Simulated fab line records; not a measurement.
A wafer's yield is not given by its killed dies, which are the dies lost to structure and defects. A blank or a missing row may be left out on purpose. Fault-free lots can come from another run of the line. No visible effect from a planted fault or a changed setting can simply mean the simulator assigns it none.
Which tool did it?	flow n5Finfet	72 wafers from 24 lots sampled at 4 of the route's 1938 steps

WHAT EACH GAUGE READ, for each wafer
N5_MOL_CONTACT_COAG_CD_MEAS_137 targets a cd of 16 nm. Usual: cdNm reads 15.8 nm (standard deviation 0.35).
lot	measured	on	cdNm (nm)	flag
L074	day 5 10:02	cdSem-01	15.8 15.9 15.7	
L075	day 5 10:12	cdSem-03	15.6 15.4 15.4	
L076	day 5 18:21	cdSem-03	15.8 15.8 16.0	
L077	day 5 22:17	cdSem-01	16.2 15.7 16.0	
L078	day 6 01:17	cdSem-03	16.2 15.6 16.2	
L079	day 6 13:11	cdSem-02	15.8 16.3 16.4	
L080	day 6 19:46	cdSem-02	15.9 16.4 16.0	
L081	day 7 02:34	cdSem-01	15.7 15.3 15.3	
L082	day 7 06:11	cdSem-03	16.0 15.3 16.0	
L083	day 7 12:31	cdSem-01	16.0 15.5 15.9	
L084	day 7 19:31	cdSem-01	15.4 15.9 15.4	
L085	day 8 02:17	cdSem-02	15.7 16.0 16.0	
L086	day 8 04:46	cdSem-03	16.2 16.0 15.9	
L087	day 8 07:58	cdSem-02	16.3 15.6 15.6	
L088	day 9 00:18	cdSem-01	16.0 16.6 15.3	
L089	day 9 08:22	cdSem-01	15.1 15.9 15.6	
L090	day 9 09:13	cdSem-01	16.4 16.4 15.6	
L091	day 9 12:05	cdSem-03	15.8 15.8 16.0	
L092	day 9 14:13	cdSem-01	15.5 16.3 15.7	
L093	day 9 20:26	cdSem-03	15.9 16.1 15.3	
L094	day 10 10:01	cdSem-02	16.0 15.7 16.1	
L095	day 10 13:06	cdSem-03	16.2 15.3 16.2	
L096	day 10 14:12	cdSem-01	15.6 16.0 15.8	
L097	day 10 21:14	cdSem-02	15.9 15.0 16.7	

WHICH TOOL RAN EACH LOT (tool, then ch and the chambers of the sampled wafers, then the start)
lot	N5_MOL_CONTACT_COAG_ALD_131	N5_MOL_CONTACT_COAG_ETCHBACK_135	N5_MOL_CONTACT_COAG_STRIP_96
L074	aldSin-04 ch 0,1,3, day 5 09:22	rieDiel-04 ch 0,1,3, day 5 09:40	rieDiel-04 ch 0,1,3, day 5 09:46
L075	aldSin-04 ch 0,3, day 5 09:31	rieDiel-01 ch 2,3, day 5 09:50	rieDiel-01 ch 2,3, day 5 09:56
L076	aldSin-04 ch 0,1,3, day 5 17:41	rieDiel-03 ch 0,2,3, day 5 17:59	rieDiel-03 ch 0,2,3, day 5 18:05
L077	aldSin-03 ch 0,2, day 5 21:37	rieDiel-04 ch 1,2,3, day 5 21:55	rieDiel-04 ch 1,2,3, day 5 22:01
L078	aldSin-04 ch 0,1,3, day 6 00:35	rieDiel-01 ch 0,1,2, day 6 00:55	rieDiel-01 ch 0,1,2, day 6 01:01
L079	aldSin-04 ch 0,3, day 6 12:31	rieDiel-04 ch 1,2,3, day 6 12:49	rieDiel-04 ch 1,2,3, day 6 12:55
L080	aldSin-03 ch 1,2,3, day 6 19:05	rieDiel-01 ch 0,1, day 6 19:23	rieDiel-01 ch 0,1, day 6 19:29
L081	aldSin-01 ch 0,2,3, day 7 01:53	rieDiel-01 ch 0,3, day 7 02:12	rieDiel-01 ch 0,3, day 7 02:18
L082	aldSin-04 ch 1,2,3, day 7 05:31	rieDiel-04 ch 2,3, day 7 05:49	rieDiel-04 ch 2,3, day 7 05:55
L083	aldSin-03 ch 1,2,3, day 7 11:50	rieDiel-04 ch 0,1,3, day 7 12:09	rieDiel-04 ch 0,1,3, day 7 12:15
L084	aldSin-04 ch 0,1, day 7 18:50	rieDiel-03 ch 0,1,2, day 7 19:09	rieDiel-03 ch 0,1,2, day 7 19:15
L085	aldSin-04 ch 0,2,3, day 8 01:37	rieDiel-03 ch 0,3, day 8 01:55	rieDiel-03 ch 0,3, day 8 02:01
L086	aldSin-01 ch 1,2,3, day 8 04:05	rieDiel-01 ch 0,3, day 8 04:23	rieDiel-01 ch 0,3, day 8 04:29
L087	aldSin-03 ch 0,1,2, day 8 07:18	rieDiel-04 ch 0,1, day 8 07:36	rieDiel-04 ch 0,1, day 8 07:42
L088	aldSin-04 ch 0,2,3, day 8 23:37	rieDiel-03 ch 0,1,3, day 8 23:56	rieDiel-03 ch 0,1,3, day 9 00:02
L089	aldSin-03 ch 0,1,3, day 9 07:41	rieDiel-04 ch 1,2, day 9 07:59	rieDiel-04 ch 1,2, day 9 08:05
L090	aldSin-04 ch 0,1,3, day 9 08:32	rieDiel-03 ch 0,1,3, day 9 08:50	rieDiel-03 ch 0,1,3, day 9 08:56
L091	aldSin-01 ch 1,2,3, day 9 11:25	rieDiel-03 ch 1,2,3, day 9 11:43	rieDiel-03 ch 1,2,3, day 9 11:49
L092	aldSin-01 ch 0,1,2, day 9 13:32	rieDiel-04 ch 1,2,3, day 9 13:50	rieDiel-04 ch 1,2,3, day 9 13:56
L093	aldSin-01 ch 0,1,2, day 9 19:44	rieDiel-04 ch 1,2,3, day 9 20:04	rieDiel-04 ch 1,2,3, day 9 20:10
L094	aldSin-04 ch 1,2,3, day 10 09:20	rieDiel-01 ch 1,2, day 10 09:38	rieDiel-01 ch 1,2, day 10 09:44
L095	aldSin-01 ch 1,2, day 10 12:24	rieDiel-04 ch 0,1,3, day 10 12:43	rieDiel-04 ch 0,1,3, day 10 12:48
L096	aldSin-03 ch 0,1,2, day 10 13:32	rieDiel-03 ch 0,1,3, day 10 13:50	rieDiel-03 ch 0,1,3, day 10 13:56
L097	aldSin-03 ch 2,3, day 10 20:29	rieDiel-04 ch 1,2,3, day 10 20:51	rieDiel-04 ch 1,2,3, day 10 20:57
- N5_MOL_CONTACT_COAG_ALD_131: deposits SiO2, target thk 5 nm, pulse time 1 s, co reactant pulse time 1 s.
- N5_MOL_CONTACT_COAG_ETCHBACK_135: etches SiO2 in CHF3, target depth 25 nm, time 16.7 s.
- N5_MOL_CONTACT_COAG_STRIP_96: strips in N2/H2.

AS READ BY THE TOOLS THEMSELVES (means over the sampled wafers that have a number; for cases with no such wafer, the mark the record gives instead)
N5_MOL_CONTACT_COAG_ALD_131. Usual: heaterPowerW 79 W, standard deviation 8.9; precursorPulseHeightRel 1.002, standard deviation 0.02.
lot	tool	heaterPowerW (W)	precursorPulseHeightRel	flag
L074	aldSin-04	77	1.010	
L075	aldSin-04	82	0.998	
L076	aldSin-04	77	1.018	
L077	aldSin-03	79	1.013	
L078	aldSin-04	77	1.012	
L079	aldSin-04	77	1.012	
L080	aldSin-03	83	1.037	
L081	aldSin-01	70	1.000	
L082	aldSin-04	74	0.990	
L083	aldSin-03	83	0.998	
L084	aldSin-04	77	1.004	
L085	aldSin-04	80	0.997	
L086	aldSin-01	81	0.997	
L087	aldSin-03	85	1.000	
L088	aldSin-04	80	0.995	
L089	aldSin-03	83	1.003	
L090	aldSin-04	78	1.004	
L091	aldSin-01	80	1.021	
L092	aldSin-01	80	1.001	
L093	aldSin-01	80	1.002	
L094	aldSin-04	76	1.019	
L095	aldSin-01	82	1.001	
L096	aldSin-03	83	0.990	
L097	aldSin-03	78	1.018	

N5_MOL_CONTACT_COAG_ETCHBACK_135. Usual: drypumpMotorCurrentA 5.5 A, standard deviation 0.48; oesProductAu 0.78 a.u., standard deviation 0.089; rfVppV 526 V, standard deviation 11; showerheadPlenumPTorr 2.37 Torr, standard deviation 0.084; throttleValvePct 18.73 %, standard deviation 0.17.
lot	tool	drypumpMotorCurrentA (A)	oesProductAu (a.u.)	rfVppV (V)	showerheadPlenumPTorr (Torr)	throttleValvePct (%)	flag
L074	rieDiel-04	5.7	0.71	523	2.43	18.80	
L075	rieDiel-01	5.6	0.77	530	2.34	18.87	
L076	rieDiel-03	5.4	0.82	530	2.44	18.74	
L077	rieDiel-04	5.8	0.75	531	2.38	18.75	
L078	rieDiel-01	5.3	0.75	516	2.27	18.78	
L079	rieDiel-04	5.8	0.75	532	2.38	18.77	
L080	rieDiel-01	5.3	0.76	517	2.28	18.76	
L081	rieDiel-01	5.8	0.82	525	2.34	18.55	
L082	rieDiel-04	5.6	0.77	537	2.36	18.71	
L083	rieDiel-04	5.7	0.70	522	2.42	18.81	
L084	rieDiel-03	5.9	0.79	533	2.40	18.66	
L085	rieDiel-03	5.0	0.85	534	2.48	18.68	
L086	rieDiel-01	5.8	0.80	524	2.33	18.57	
L087	rieDiel-04	5.7	0.69	513	2.42	18.80	
L088	rieDiel-03	5.4	0.78	529	2.40	18.68	
L089	rieDiel-04	6.0	0.74	530	2.35	18.79	
L090	rieDiel-03	5.4	0.79	529	2.40	18.69	
L091	rieDiel-03	5.8	0.74	525	2.35	18.78	
L092	rieDiel-04	5.8	0.83	531	2.37	18.68	
L093	rieDiel-04	5.8	0.84	530	2.37	18.68	
L094	rieDiel-01	5.0	0.86	518	2.43	18.74	
L095	rieDiel-04	5.7	0.88	520	2.41	18.58	
L096	rieDiel-03	5.4	0.78	529	2.39	18.70	
L097	rieDiel-04	5.8	0.82	530	2.37	18.69	

N5_MOL_CONTACT_COAG_STRIP_96. Usual: drypumpMotorCurrentA 5.6 A, standard deviation 0.48; oesProductAu 0.78 a.u., standard deviation 0.09; rfVppV 121.8 V, standard deviation 1.4; showerheadPlenumPTorr 3.35 Torr, standard deviation 0.11; throttleValvePct 18.9 %, standard deviation 0.31.
lot	tool	drypumpMotorCurrentA (A)	oesProductAu (a.u.)	rfVppV (V)	showerheadPlenumPTorr (Torr)	throttleValvePct (%)	flag
L074	rieDiel-04	5.7	0.71	121.9	3.43	18.8	
L075	rieDiel-01	5.6	0.76	121.9	3.31	19.3	
L076	rieDiel-03	5.4	0.82	121.1	3.43	18.7	
L077	rieDiel-04	5.8	0.74	121.9	3.36	19.1	
L078	rieDiel-01	5.3	0.76	121.1	3.22	18.9	
L079	rieDiel-04	5.8	0.74	122.5	3.36	19.0	
L080	rieDiel-01	5.3	0.75	121.0	3.24	18.9	
L081	rieDiel-01	5.8	0.82	121.3	3.30	18.9	
L082	rieDiel-04	5.6	0.76	120.1	3.32	19.1	
L083	rieDiel-04	5.7	0.69	121.3	3.42	18.9	
L084	rieDiel-03	5.9	0.79	122.5	3.38	18.7	
L085	rieDiel-03	5.0	0.85	123.0	3.49	18.6	
L086	rieDiel-01	5.8	0.81	121.5	3.30	18.9	
L087	rieDiel-04	5.7	0.68	121.3	3.42	18.8	
L088	rieDiel-03	5.4	0.78	122.4	3.38	18.7	
L089	rieDiel-04	6.0	0.74	122.1	3.32	19.2	
L090	rieDiel-03	5.4	0.78	122.2	3.38	18.7	
L091	rieDiel-03	5.8	0.73	122.4	3.31	18.8	
L092	rieDiel-04	5.8	0.83	122.0	3.35	18.9	
L093	rieDiel-04	5.8	0.83	121.3	3.34	18.9	
L094	rieDiel-01	5.0	0.86	122.2	3.44	18.9	
L095	rieDiel-04	5.7	0.88	122.6	3.41	18.6	
L096	rieDiel-03	5.4	0.77	122.5	3.37	18.7	
L097	rieDiel-04	5.8	0.81	122.0	3.34	18.9	

THE ANSWER, worked out from the rows above alone
Rule: a lot counts as off when the mean over its wafers that have a number is more than 3 standard deviations away from the usual mean. Also off: a lot with no number at a reading for which 4 or more lots have one. Where the step has rows for the other lots, those lots are counted as sound. Order of review: gauges by route order, followed by the tools' own readings, for which a lot's mean as printed above is used. The first step at which some lot is off is used, and at that step the reading that is off furthest; a lot without a number counts as furthest.
No lot is off at any reading shown: from this, nothing can be told.

WHAT THE SIMULATOR PUT IN
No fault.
